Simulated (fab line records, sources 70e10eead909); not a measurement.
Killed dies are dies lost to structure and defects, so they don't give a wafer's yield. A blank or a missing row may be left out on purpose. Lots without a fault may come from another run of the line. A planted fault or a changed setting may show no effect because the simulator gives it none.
A struck lot beside a sound one | flow nand_harc | 15 steps out of a route of 1302
Sound: wafers L216.2, L216.4, L216.5. Struck: wafer L208.4. (L208.1, L208.3 of the same lot were not struck and are left out.) The cause comes at the end.
At each step with rows: each side's tool, then ch and its chambers, then its first start. Under that, the readings that differ: sound wafers | struck wafers | difference of the means | sigmas: that difference in standard deviations of wafers without a fault.
alike: readings whose means differ by less than 2 such deviations, and words and numbers that are the same on both sides. not compared: withheld readings, readings that some wafer has no value for, bounds like >300 that may hide the same value, and numbers for which the record gives no deviation and whose values overlap.
The two part at a step that has a row with sigmas, a row that says differs or no value, or rows on one side only. Numbers that don't overlap but have no deviation are shown without sigmas and don't part them. A reading that every wafer of one side lacks parts them only if that side has two wafers or more.

first, 7 steps without rows for these wafers: NHARC_A_BLC_COAT_03 (time 65 s); NHARC_A_BLC_COAT_04 (resist thk 90 nm); NHARC_A_BLC_SOFTBAKE_05 (time 55 s); NHARC_A_BLC_EBR_06; NHARC_A_BLC_EXPOSE_07 (exposes mask A BLC, target cd 100 nm); NHARC_A_BLC_PEB_08 (peb time 65 s); NHARC_A_BLC_DEVELOP_09 (develop time 35 s).
NHARC_A_BLC_CD_MEAS_10: target cd 100 nm.
  sound on cd_sem-02 ch 0, day 28 20:28; struck on cd_sem-02 ch 0, day 25 19:41
  alike: cd_nm
NHARC_A_BLC_OVL_MEAS_11:
  sound on overlay-01, day 28 20:33; struck on overlay-02, day 25 19:46
  alike: overlay_x_nm, overlay_y_nm
NHARC_A_BLC_INSPECT_12:
  sound on defect_inspect-02, day 28 20:35; struck on defect_inspect-02, day 25 19:49
  reading          | sound    | struck | difference | sigmas
  raw_defect_count | 32 22 28 | 178    | +151       | +4
NHARC_A_BLC_DESCUM_15: chemistry O2, time 3 s.
  sound on rie_diel-04 ch 1,3, day 28 20:39; struck on rie_diel-11 ch 2, day 25 19:52
  reading                         | sound          | struck | difference | sigmas
  drypump_motor_current_A (A)     | 6.6 6.5 6.6    | 4.8    | -1.8       | -3
  showerhead_plenum_p_Torr (Torr) | 1.94 1.93 1.94 | 1.81   | -0.13      | -2
  alike: oes_product_au, rf_vpp_V, throttle_valve_pct
  not compared: rf_hours_counter_h
NHARC_A_BLC_ETCH_16: etches the open film in CF4, target depth 39 nm, time 65 s.
  sound on rie_diel-04 ch 1,2, day 28 20:44; struck on rie_diel-11 ch 3, day 25 19:57
  alike: drypump_motor_current_A, oes_product_au, rf_vpp_V, showerhead_plenum_p_Torr, throttle_valve_pct
  not compared: rf_hours_counter_h
NHARC_A_BLC_ETCH_17: etches the open film in N2/H2, target depth 390 nm, time 609.38 s.
  sound on rie_diel-04 ch 1,3, day 28 20:50; struck on rie_diel-11 ch 0, day 25 20:05
  reading                         | sound             | struck | difference | sigmas
  drypump_motor_current_A (A)     | 6.6 6.6 6.6       | 5.5    | -1.1       | -2
  oes_product_au (a.u.)           | 1.011 0.999 0.997 | 0.864  | -0.138     | -11
  rf_vpp_V (V)                    | 432.4 431.4 432.3 | 427.0  | -5.0       | -3
  showerhead_plenum_p_Torr (Torr) | 2.06 2.07 2.07    | 1.93   | -0.14      | -2
  alike: throttle_valve_pct
  not compared: rf_hours_counter_h
NHARC_A_BLC_ETCH_18: etches the open film in C4F8/O2/Ar, target depth 910 nm.
  sound on rie_diel-04 ch 0,1,2; struck on rie_diel-11 ch 0
  alike: oes_product_au, rf_vpp_V
  not compared: rf_hours_counter_h
-- the record jumps here: 2 days lie between the struck wafers' starts before and after (it left off in module A_BLC and takes up again in module END, whose first step shown is number 1302 of the route) --
NHARC_END_SORT_01:
  sound on prober-01 ch 0, day 30 20:08; struck on prober-02 ch 0, day 27 21:14
  reading         | sound    | struck | difference | sigmas
  killed_at_array | 26 26 27 | 583    | +557       | +33
  killed_dies     | 32 31 31 | 587    | +556       | +33
  killed_short    | 2 3 1    | 5      | +3         | +2
  alike: killed_at_other, killed_at_periphery, killed_open

WHERE THEY PART
First at NHARC_A_BLC_INSPECT_12; last, within this record, at NHARC_END_SORT_01.

WHY: what the simulator had put in
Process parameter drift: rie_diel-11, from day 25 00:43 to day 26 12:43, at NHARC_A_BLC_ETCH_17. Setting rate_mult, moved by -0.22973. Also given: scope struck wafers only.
